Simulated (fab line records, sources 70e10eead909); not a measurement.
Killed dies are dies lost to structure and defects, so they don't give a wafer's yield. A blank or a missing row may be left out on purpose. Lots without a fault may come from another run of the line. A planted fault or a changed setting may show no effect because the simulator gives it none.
Which tool did it? | flow nand_harc | 12 lots, 36 wafers sampled, at 5 steps of a route of 1159

WHAT THE GAUGES READ, wafer by wafer
NHARC_END_SORT_01.
lot  | measured     | on        | defect_limited_yield (%) | killed_at_array | killed_at_other | killed_at_periphery | killed_dies | killed_open | killed_short | sort_bin_2_pct (%) | sort_bin_3_pct (%) | sort_bin_4_pct (%) | sort_n_pass | sort_rim_yield_pct (%) | sort_yield_pct (%)
L379 | day 19 12:32 | prober-02 | 95.4 96.9 97.2           | 24 18 14        | 0 0 0           | 7 3 5               | 31 21 19    | 4 1 2       | 2 2 3        | 1.0 1.3 0.9        | 0.44 0.15 0.15     | 3.1 1.6 1.8        | 646 656 658 | 98.1 93.4 96.2         | 95.4 96.9 97.2
L382 | day 20 00:45 | prober-01 | 94.8 94.4 94.7           | 30 32 30        | 0 0 0           | 5 6 6               | 35 38 36    | 3 4 5       | 2 3 2        | 1.6 2.1 1.5        | 0.44 0.15 0.30     | 3.1 3.4 3.5        | 642 639 641 | 95.3 95.3 96.2         | 94.8 94.4 94.7
L381 | day 19 22:02 | prober-02 | 96.9 96.8 95.1           | 19 14 31        | 1 0 0           | 1 8 2               | 21 22 33    | 7 5 5       | 1 1 1        | 0.9 1.5 1.8        | 0 0.30 0.30        | 2.2 1.5 2.8        | 656 655 644 | 97.2 98.1 98.1         | 96.9 96.8 95.1
L383 | day 20 09:12 | prober-01 | 97.0 97.5 97.0           | 15 14 17        | 1 0 0           | 4 3 3               | 20 17 20    | 7 4 5       | 3 2 3        | 0.9 1.0 1.0        | 0.15 0.30 0        | 1.9 1.2 1.9        | 657 660 657 | 100.0 98.1 97.2        | 97.0 97.5 97.0
L384 | day 20 11:19 | prober-02 | 93.5 92.8 94.5           | 38 44 34        | 0 1 0           | 6 4 3               | 44 49 37    | 3 5 3       | 5 4 1        | 1.5 1.9 1.2        | 0.74 0.44 0.59     | 4.3 4.9 3.7        | 633 628 640 | 94.3 88.7 98.1         | 93.5 92.8 94.5
L387 | day 20 21:56 | prober-02 | 95.9 95.9 95.4           | 21 19 21        | 3 2 0           | 4 7 10              | 28 28 31    | 5 2 2       | 1 0 2        | 1.3 1.8 1.5        | 0.30 0.15 0.15     | 2.5 2.2 3.0        | 649 649 646 | 97.2 98.1 93.4         | 95.9 95.9 95.4
L391 | day 22 00:13 | prober-02 | 95.1 92.3 93.6           | 31 46 41        | 0 2 0           | 2 4 2               | 33 52 43    | 3 4 4       | 2 6 0        | 1.5 1.8 2.4        | 0.59 0.30 0        | 2.8 5.6 4.0        | 644 625 634 | 88.7 94.3 100.0        | 95.1 92.3 93.6
L393 | day 22 09:38 | prober-02 | 93.2 92.6 94.2           | 40 46 32        | 1 0 0           | 5 4 7               | 46 50 39    | 4 4 1       | 3 4 4        | 2.1 2.1 1.0        | 0.59 0.89 0.44     | 4.1 4.4 4.3        | 631 627 638 | 91.5 93.4 92.5         | 93.2 92.6 94.2
L398 | day 23 21:43 | prober-02 | 95.7 96.3 95.3           | 23 18 26        | 2 2 3           | 4 5 3               | 29 25 32    | 4 5 0       | 2 2 7        | 1.6 0.9 1.2        | 0 0.44 0.30        | 2.7 2.4 3.2        | 648 652 645 | 97.2 97.2 94.3         | 95.7 96.3 95.3
L397 | day 23 23:44 | prober-01 | 93.6 0 92.2              | 42 675 52       | 0 0 0           | 1 2 1               | 43 677 53   | 3 4 2       | 1 2 4        | 2.5 94.8 2.5       | 0.44 0.30 0        | 3.4 4.9 5.3        | 634 0 624   | 95.3 0 90.6            | 93.6 0 92.2
L399 | day 24 06:23 | prober-02 | 0 92.0 93.8              | 674 52 40       | 1 1 1           | 2 1 1               | 677 54 42   | 1 2 2       | 4 2 0        | 93.8 3.0 2.1       | 0.15 0.74 0.74     | 6.1 4.3 3.4        | 0 623 635   | 0 96.2 92.5            | 0 92.0 93.8
L402 | day 24 22:18 | prober-02 | 96.3 95.7 97.0           | 14 20 11        | 2 3 2           | 9 6 7               | 25 29 20    | 4 2 3       | 0 2 0        | 1.0 1.3 1.5        | 0 0 0.15           | 2.7 3.0 1.3        | 652 648 657 | 94.3 99.1 96.2         | 96.3 95.7 97.0

WHICH TOOL RAN EACH LOT (tool, then ch and the chambers of the sampled wafers, then the start)
lot  | NHARC_A_M0_PVD_21            | NHARC_THIN_TSV_DEP_47           | NHARC_THIN_TSV_ETCH_59            | NHARC_THIN_TSV_STRIP_56
L379 | pvd_sputter-03, day 17 17:50 | pecvd-02 ch 0,1,2, day 18 22:46 | rie_metal-01 ch 0,1, day 19 03:08 | plasma_asher-01 ch 0,1, day 19 03:30
L382 | pvd_sputter-03, day 17 22:58 | pecvd-02 ch 0,2, day 19 02:26   | rie_metal-03 ch 0,1, day 19 06:47 | plasma_asher-01 ch 0,1, day 19 07:09
L381 | pvd_sputter-02, day 17 23:30 | pecvd-04 ch 0,1,2, day 19 01:27 | rie_metal-03 ch 0,1, day 19 05:40 | plasma_asher-02 ch 0,1, day 19 06:03
L383 | pvd_sputter-01, day 18 10:59 | pecvd-01 ch 0,2, day 19 14:54   | rie_metal-02 ch 0,1, day 19 19:11 | plasma_asher-01 ch 0,1, day 19 19:33
L384 | pvd_sputter-03, day 18 18:37 | pecvd-01 ch 1,2, day 19 19:25   | rie_metal-01 ch 0,1, day 19 23:44 | plasma_asher-02 ch 0,1, day 20 00:03
L387 | pvd_sputter-02, day 19 05:44 | pecvd-04 ch 0,1,2, day 20 07:10 | rie_metal-03 ch 0,1, day 20 11:38 | plasma_asher-02 ch 0,1, day 20 12:08
L391 | pvd_sputter-01, day 20 08:10 | pecvd-04 ch 0,1,2, day 21 09:49 | rie_metal-01 ch 0,1, day 21 14:08 | plasma_asher-01 ch 0,1, day 21 14:30
L393 | pvd_sputter-03, day 20 19:10 | pecvd-01 ch 1,2, day 21 19:45   | rie_metal-01 ch 0,1, day 22 00:07 | plasma_asher-01 ch 0,1, day 22 00:28
L398 | pvd_sputter-02, day 22 04:13 | pecvd-04 ch 0,1,2, day 23 08:37 | rie_metal-01 ch 0,1, day 23 12:56 | plasma_asher-01 ch 0,1, day 23 13:20
L397 | pvd_sputter-03, day 22 04:41 | pecvd-02 ch 0,2, day 23 09:43   | rie_metal-02 ch 1, day 23 14:16   | plasma_asher-01 ch 0,1, day 23 14:57
L399 | pvd_sputter-03, day 22 10:51 | pecvd-04 ch 1, day 23 15:09     | rie_metal-01 ch 0,1, day 23 20:01 | plasma_asher-02 ch 0,1, day 23 20:24
L402 | pvd_sputter-01, day 23 05:35 | pecvd-01 ch 0,1,2, day 24 07:41 | rie_metal-03 ch 0,1, day 24 12:07 | plasma_asher-02 ch 0,1, day 24 12:27
- NHARC_A_M0_PVD_21: deposits Cu, target thk 30 nm, time 20.49 s.
- NHARC_THIN_TSV_DEP_47: deposits SiO2, target thk 200 nm.
- NHARC_THIN_TSV_ETCH_59: etches the open film in Cl2/BCl3, target depth 880 nm, time 138.1 s.
- NHARC_THIN_TSV_STRIP_56: strips in O2.

WHAT THE TOOLS THEMSELVES READ (means of the sampled wafers that have a number; where no wafer has one, the mark that the record gives instead)
NHARC_A_M0_PVD_21.
lot  | tool           | throttle_valve_pct (%)
L379 | pvd_sputter-03 | 29.2
L382 | pvd_sputter-03 | 30.1
L381 | pvd_sputter-02 | 29.4
L383 | pvd_sputter-01 | 29.9
L384 | pvd_sputter-03 | 29.9
L387 | pvd_sputter-02 | 29.4
L391 | pvd_sputter-01 | 30.5
L393 | pvd_sputter-03 | 30.7
L398 | pvd_sputter-02 | 30.4
L397 | pvd_sputter-03 | 30.6
L399 | pvd_sputter-03 | 30.8
L402 | pvd_sputter-01 | 30.7

NHARC_THIN_TSV_DEP_47.
lot  | tool     | throttle_valve_pct (%)
L379 | pecvd-02 | 15.9
L382 | pecvd-02 | 15.7
L381 | pecvd-04 | 15.9
L383 | pecvd-01 | 15.0
L384 | pecvd-01 | 15.0
L387 | pecvd-04 | 16.0
L391 | pecvd-04 | 16.1
L393 | pecvd-01 | 15.1
L398 | pecvd-04 | 16.0
L397 | pecvd-02 | 15.5
L399 | pecvd-04 | 16.2
L402 | pecvd-01 | 15.3

NHARC_THIN_TSV_ETCH_59.
lot  | tool         | drypump_motor_current_A (A) | oes_product_au (a.u.) | throttle_valve_pct (%)
L379 | rie_metal-01 | 6.0                         | 0.993                 | 22.262
L382 | rie_metal-03 | 5.5                         | 1.002                 | 22.257
L381 | rie_metal-03 | 5.5                         | 1.010                 | 22.262
L383 | rie_metal-02 | 5.3                         | 1.001                 | 22.266
L384 | rie_metal-01 | 6.2                         | 0.997                 | 22.262
L387 | rie_metal-03 | 5.5                         | 1.002                 | 22.264
L391 | rie_metal-01 | 6.2                         | 0.995                 | 22.259
L393 | rie_metal-01 | 6.2                         | 0.994                 | 22.255
L398 | rie_metal-01 | 6.1                         | 1.002                 | 22.265
L397 | rie_metal-02 | 5.2                         | 0.984                 | 22.263
L399 | rie_metal-01 | 6.2                         | 0.991                 | 22.269
L402 | rie_metal-03 | 5.8                         | 1.007                 | 22.261

NHARC_THIN_TSV_STRIP_56.
lot  | tool            | drypump_motor_current_A (A) | heater_power_w (W)
L379 | plasma_asher-01 | 5.50                        | 330
L382 | plasma_asher-01 | 5.49                        | 330
L381 | plasma_asher-02 | 5.53                        | 343
L383 | plasma_asher-01 | 5.65                        | 326
L384 | plasma_asher-02 | 5.52                        | 339
L387 | plasma_asher-02 | 5.64                        | 341
L391 | plasma_asher-01 | 5.64                        | 334
L393 | plasma_asher-01 | 5.64                        | 331
L398 | plasma_asher-01 | 5.51                        | 337
L397 | plasma_asher-01 | 5.58                        | 346
L399 | plasma_asher-02 | 5.58                        | 337
L402 | plasma_asher-02 | 5.54                        | 332

THE ANSWER, worked out from the rows above alone
Rule: what is usual is taken from the lots themselves. Put in order of their means at a reading, lots are off if they are a third of the lots or fewer, leave a main group of 4 or more, and stand apart from it by a gap of 3 or more times the standard deviation of the main group's means; of several such gaps the widest counts. A main group whose means are all the same, to the digits that the tables above print for the reading, isn't used. A lot without any number at a reading at which 4 lots or more have one is off too. The other lots that the step has rows for count as sound. The gauges are gone through in route order, then the tools' own readings, and for those a lot's mean is taken as printed above. The first step at which some lot is off is used, and at that step the reading that is off furthest; a lot without a number counts as furthest.
Off: L397, L399, at NHARC_END_SORT_01 (sort_bin_2_pct). The main group: mean 1.4 %, standard deviation 0.29.
A tool fits if, at a process step before that reading, it ran every lot that is off, and no sound lot after the first of them. The gauges at NHARC_END_SORT_01 are tried like those tools. One fits: pvd_sputter-03 at NHARC_A_M0_PVD_21. Its last sound lot is L393 (day 20 19:10), its first lot that is off L397 (day 22 04:41): a fault that began between those two fits.

WHAT THE SIMULATOR HAD PUT IN
Process parameter drift: pvd_sputter-03, from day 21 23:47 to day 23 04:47, at NHARC_A_M0_PVD_21. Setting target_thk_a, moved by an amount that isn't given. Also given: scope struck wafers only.
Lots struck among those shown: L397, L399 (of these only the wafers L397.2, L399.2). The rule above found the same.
